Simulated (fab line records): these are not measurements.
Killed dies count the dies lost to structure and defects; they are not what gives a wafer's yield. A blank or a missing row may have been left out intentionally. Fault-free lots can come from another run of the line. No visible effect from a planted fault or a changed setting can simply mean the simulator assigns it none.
Code-filled problem report in 8D (eight disciplines) form :: flow n5 finfet :: the parts of the form that need people (team, actions taken, sign-off) are left out

## 1. THE ISSUE
Wafers without a fault read 31.0 s, standard deviation 1.1; barrier field endpoint s at N5_BEOL_M12_CMP_49 reads a mean of 37.4 s on 2 wafers belonging to 2 lots. Measured from the usual mean, that is +5.8 standard deviations.
The step: polishes, stops on SiOC, t overpolish 20.6 s, target thk 320 nm.
First seen on wafer L123.6, day 15 11:53, on cmp-03. At this step, 29 wafers from 11 lots have a number in the record. Rule for "out", or "out of limits": more than 4 standard deviations from the usual mean. The other wafers with a number count as sound.

## 2. WHAT IT IS, AND WHAT IT ISN'T
question: which readings at this step
is: barrier field endpoint s
is not: -

question: which lots
is: L123, L131
is not: L114, L115, L117, L118, L119, L120, L122, L124, L133

question: which wafers of those lots
is: L123.6, L131.4
is not: L123.2, L123.3, L131.2

question: read on which tools
is: cmp-03
is not: cmp-01, cmp-02

question: when
is: from day 15 11:53
is not: up to then (24 sound wafers); but 3 sound wafers of L131, L133 came after

## 3. THE SUSPECTS, EACH WITH WHAT RULES IT OUT
Counting: a tool at a process step up to the reading stays a suspect if it ran every lot that is out. Sound lots after the first of them don't rule it out here, since some wafers of a struck lot are sound.
- rie diel-06 at N5_BEOL_M12_DESCUM_33 (chemistry O2, time 7.9 s): kept. Every lot that is out went through it, the first being L123 (day 15 08:34); the last sound lot it ran before that was L120 (day 13 20:34).
- rie diel-06 at N5_BEOL_M12_ETCH_38 (etches SiCN in CF4/N2, target depth 68.7 nm, time 73.4 s): kept. It ran every lot that is out, first L123 (day 15 10:37).
- pvd sputter-03 at N5_BEOL_M12_SPUTTER_43 (material TaN, target thk 15 nm, time 24.19 s): kept. Every lot that is out went through it, the first being L123 (day 15 11:10); the last sound lot it ran before that was L120 (day 13 21:44).
- cmp-03 at N5_BEOL_M12_CMP_49 (polishes, stops on SiOC, t overpolish 20.6 s, target thk 320 nm): kept. Every lot that is out went through it, the first being L123 (day 15 11:53); the last sound lot it ran before that was L124 (day 15 04:38). Its own readings are out on those wafers: barrier field endpoint s.
Left after counting: rie diel-06 at N5_BEOL_M12_DESCUM_33, rie diel-06 at N5_BEOL_M12_ETCH_38, pvd sputter-03 at N5_BEOL_M12_SPUTTER_43, cmp-03 at N5_BEOL_M12_CMP_49.

## 4. THE CAUSE (what the simulator had put in)
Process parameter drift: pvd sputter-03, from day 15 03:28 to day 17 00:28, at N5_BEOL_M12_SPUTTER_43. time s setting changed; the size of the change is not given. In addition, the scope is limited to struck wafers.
Counting left 4 suspects, and this tool is among them.

## 5. SEQUENCE OF EFFECTS, ordered by route
One row per reading whose mean, taken over the struck wafers that have a number, lies over 3 standard deviations from the usual. Only readings for which the record gives a usual standard deviation are gone through. hours: the time from each lot's start at the first step in this table that gives one to its start at this step, as a median over the lots. sigmas: the change in usual standard deviations.
hours: 0
step: N5_BEOL_M12_CMP_49
reading: barrier field endpoint s
usual: 31.0 s
on struck wafers: 37.4
change: +6.4
sigmas: +5.8
It contains these process steps:
- N5_BEOL_M12_CMP_49: polishes, stops on SiOC, t overpolish 20.6 s, target thk 320 nm.
Later steps that measure or inspect, where all struck wafers having a row at the step show a number for every such reading and not one has moved that far: N5_BEOL_M12_RS_MEAS_54.

## 6. HOW IT WOULD HAVE BEEN CAUGHT EARLIER
First out-of-limits reading in this record: day 15 11:53, which is 8 hours after fault onset at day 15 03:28.
No tool reading at N5_BEOL_M12_SPUTTER_43 that has a usual standard deviation in the record was out on any struck wafer, so an alarm limit of 4 standard deviations on those readings would not have fired.
L131, from the lots that are out (2), started N5_BEOL_M12_SPUTTER_43 on pvd sputter-03 later than day 15 11:53. A tool hold placed at that time would have kept it from harm.
